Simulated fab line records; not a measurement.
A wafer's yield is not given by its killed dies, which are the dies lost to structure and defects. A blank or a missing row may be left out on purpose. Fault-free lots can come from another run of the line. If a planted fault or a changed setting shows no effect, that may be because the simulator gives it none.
Which tool did it? -- flow nandHarc -- 6 lots, 18 wafers sampled, at 5 steps of a route of 1302

## WHAT THE GAUGES SHOWED, per wafer
NHARC_END_SORT_01.
lot,measured,on,killedAtArray
L983,day 26 19:24,prober-02,34 43 38
L989,day 29 03:59,prober-02,68 61 68
L993,day 30 21:44,prober-02,663 667 666

## EACH LOT AND THE TOOL THAT RAN IT (in order: tool; ch and the chambers of the sampled wafers; start)
lot,NHARC_A_STAIRCASE_STRIP_171,NHARC_A_STAIRCASE_TRIM_16,NHARC_A_STAIRCASE_ETCH_17,NHARC_A_STAIRCASE_ETCH_25
L983,"plasmaAsher-01 ch 0,1, day 17 17:48","rieDiel-13 ch 0,1,2, day 17 21:16 or earlier","rieDiel-13 ch 1,2,3, day 17 21:16 or earlier","rieDiel-13 ch 1,2,3, day 17 21:16"
L989,"plasmaAsher-01 ch 0,1, day 20 06:56","rieDiel-13 ch 0,2,3, day 20 10:21 or earlier","rieDiel-13 ch 2,3, day 20 10:21 or earlier","rieDiel-02 ch 1,3, day 20 10:21"
L993,"plasmaAsher-02 ch 0, day 22 01:40","rieDiel-13 ch 0,2, day 22 04:55 or earlier","rieDiel-13 ch 0,1, day 22 04:55 or earlier","rieDiel-02 ch 0,1,3, day 22 04:55"
L997,"plasmaAsher-01 ch 0,1, day 23 12:52","rieDiel-12 ch 1,2, day 23 16:07 or earlier","rieDiel-12 ch 0,1,2, day 23 16:07 or earlier","rieDiel-13 ch 1,2, day 23 16:07"
L100,"plasmaAsher-02 ch 0,1, day 24 08:59","rieDiel-13 ch 2,3, day 24 12:21 or earlier","rieDiel-13 ch 0,1,3, day 24 12:21 or earlier","rieDiel-12 ch 0,1,2, day 24 12:21"
L101,"plasmaAsher-02 ch 0,1, day 25 04:53","rieDiel-13 ch 0,2,3, day 25 07:58 or earlier","rieDiel-13 ch 0,1,2, day 25 07:58 or earlier","rieDiel-02 ch 0,1,3, day 25 07:58"
- NHARC_A_STAIRCASE_STRIP_171: strips in O2.
- NHARC_A_STAIRCASE_TRIM_16: chemistry O2, time 211.2 s.
- NHARC_A_STAIRCASE_ETCH_17: etches the open film in C4F8/O2, target depth 100 nm, time 40.5 s.
- NHARC_A_STAIRCASE_ETCH_25: etches the open film in C4F8/O2, target depth 100 nm, time 40.5 s.

## THE ANSWER, worked out from the rows above alone
Rule: the lots themselves supply what counts as usual. Put in order of their means at a reading, lots are off if they are a third of the lots or fewer, leave a main group of 4 or more, and stand apart from it by a gap of 3 or more times the standard deviation of the main group's means; of several such gaps the widest counts. A main group whose means are all the same, to the digits that the tables above print for the reading, isn't used. A lot without any number at a reading at which 4 lots or more have one is off too. All remaining lots with rows at the step are treated as sound.
Across all readings shown, no lot is off: no conclusion can be drawn from this.

## WHAT THE SIMULATOR PUT IN
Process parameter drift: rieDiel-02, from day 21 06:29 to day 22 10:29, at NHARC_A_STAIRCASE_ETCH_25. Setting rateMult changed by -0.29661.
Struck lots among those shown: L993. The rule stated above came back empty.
